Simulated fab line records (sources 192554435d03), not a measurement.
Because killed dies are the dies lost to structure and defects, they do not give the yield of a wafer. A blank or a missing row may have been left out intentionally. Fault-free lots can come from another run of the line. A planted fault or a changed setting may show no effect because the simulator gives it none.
A single fault, viewed from 3 desks | flow n5 finfet | only its own numbers are on each desk; what lay behind them is given at the end

FOR THE TOOL OWNER'S DESK: litho track-05
The tool's own readings at N5_BEOL_M7_COAT_05 (resist thk 90 nm): means of the sampled wafers that have a number, for each lot that ran on this tool. Marked OUT: a lot whose mean sits more than 4 standard deviations from the usual mean, which makes it out of limits; the brackets give that distance.
Columns: A = chill plate temp C at N5_BEOL_M7_COAT_05, usual 23.00 C; B = spin speed rpm at N5_BEOL_M7_COAT_05, usual 1500.1 rpm
lot  | first seen here | A     | B
L306 | day 10 18:29    | 23.01 | 1500.4
L308 | day 11 12:25    | 23.00 | 1601.1 (+99 or more) OUT
L309 | day 11 21:34    | 22.95 | 1602.7 (+99 or more) OUT
This desk's verdict: out of limits on L308, L309, starting with L308 at day 11 12:25 (spin speed rpm at N5_BEOL_M7_COAT_05). L306 stayed within limits.

METROLOGY DESK
Means of the sampled wafers that have a number, per lot and without regard to the tool the lot ran on: this is what the gauges read. Marked OUT: a lot whose mean sits more than 4 standard deviations from the usual mean, which makes it out of limits; the brackets give that distance.
Columns: A = M6_THK at N5_BEOL_M6_THK_MEAS_53, usual 80.5 nm; B = M6_RS at N5_BEOL_M6_RS_MEAS_57, usual 0.287 ohm/sq; C = M7_ILD_THK at N5_BEOL_M7_THK_MEAS_01, usual 154.7 nm; D = cd nm at N5_BEOL_M7_CD_MEAS_11, usual 38.7 nm; E = M7_OVL at N5_BEOL_M7_OVL_MEAS_12, usual 0.3 nm
lot  | first seen here | A    | B     | C     | D    | E
L300 | day 8 19:54     | 79.6 | 0.290 | 153.4 | 37.9 | 0.5
L306 | day 10 13:28    | 81.1 | 0.286 | 153.4 | 38.9 | 0.9
L308 | day 11 09:47    | 80.6 | 0.287 | 155.4 | 39.1 | -0.6
L309 | day 11 19:41    | 81.5 | 0.284 | 155.0 | 38.6 | 0.7
L313 | day 12 12:08    | 79.6 | 0.287 | 155.7 | 38.6 | 0.3
L320 | day 14 06:46    | 79.2 | 0.291 | 153.5 | 38.4 | 1.4
This desk's verdict: no lot among the 6 shows anything out of limits.

THE DEFECT DESK
Per lot, the means of the sampled wafers with a number show what the inspections along the route counted. Marked OUT: a lot whose mean sits more than 4 standard deviations from the usual mean, which makes it out of limits; the brackets give that distance.
Columns: A = raw defect count at N5_BEOL_M6_INSPECT_58, usual 73; B = raw defect count at N5_BEOL_M7_INSPECT_13, usual 415
lot  | first seen here | A  | B
L300 | day 8 20:03     | 63 | 409
L306 | day 10 13:38    | 69 | 516
L308 | day 11 09:57    | 73 | 334
L309 | day 11 19:50    | 67 | 368
L313 | day 12 12:17    | 98 | 580
L320 | day 14 06:55    | 49 | 402
This desk's verdict: no lot among the 6 shows anything out of limits.

ALL TOGETHER
At day 11 12:25, on L308, L309, the tool owner's desk was in a position to raise an alarm.
At the metrology desk, nothing out of limits was observed.
Nothing out of limits was seen by the defect desk.
The metrology desk holds a record of L308, L309, inside its limits.
The defect desk has L308, L309 on record, within its limits.
All the named lots went through N5_BEOL_M7_COAT_05 on litho track-05.

WHAT WAS PUT IN BY THE SIMULATOR
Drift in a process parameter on litho track-05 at N5_BEOL_M7_COAT_05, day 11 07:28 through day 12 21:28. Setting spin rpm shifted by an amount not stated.
Struck lots among those shown: L308, L309.
Delay in hours, fault start to first out-of-limits reading, by desk: the tool owner's desk at 5.
